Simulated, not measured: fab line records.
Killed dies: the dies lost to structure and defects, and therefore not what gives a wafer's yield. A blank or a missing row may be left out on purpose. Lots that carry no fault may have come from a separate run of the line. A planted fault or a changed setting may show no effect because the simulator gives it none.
The tool behind it: which one?	flow nandHarc	36 wafers sampled from 12 lots at 1 step of a route of 1302

## WHAT EACH GAUGE READ, for each wafer
NHARC_A_M0_OVL_MEAS_10: pitch 160 nm.
lot	measured	on	overlayXNm (nm)
L075	day 23 09:45	overlay-02	0.9 0.6 1.0
L076	day 23 14:26	overlay-02	-0.2 -0.1 -0.2
L079	day 25 12:37	overlay-01	0.8 0.5 0.6
L081	day 25 18:56	overlay-02	-0.9 -0.6 -0.8
L083	day 26 23:21	overlay-02	0.0 0.5 0.1
L086	day 27 18:29	overlay-01	-1.0 -0.8 -1.5
L088	day 28 14:07	overlay-01	0.5 1.0 0.7
L089	day 28 21:09	overlay-01	1.5 1.4 1.6
L093	day 29 22:36	overlay-01	0.1 0.4 -0.2
L092	day 30 06:17	overlay-01	1.0 0.6 0.9
L095	day 31 16:50	overlay-01	0.4 -0.1 0.5
L097	day 31 23:52	overlay-02	1.1 0.8 1.5

## TOOL THAT RAN EACH LOT (tool first, then ch and the chambers of the sampled wafers, then the start)
The record shows no process step preceding these readings.

## THE ANSWER, worked out from the rows above alone
Rule: what is usual is taken from the lots themselves. The widest of any qualifying gaps counts: lots, ordered by their means at a reading, are off when they make up no more than a third of the lots, leave a main group of 4 or more, and stand apart from it by 3 or more times the standard deviation of that group's means. A main group is skipped when, at the precision printed for the reading in the tables above, its means are all equal. A lot without any number at a reading at which 4 lots or more have one is off too. Where the step has rows for the other lots, those lots are counted as sound.
No lot is off on any of the readings shown, so nothing can be concluded from this.

## WHAT THE SIMULATOR HAD PUT IN
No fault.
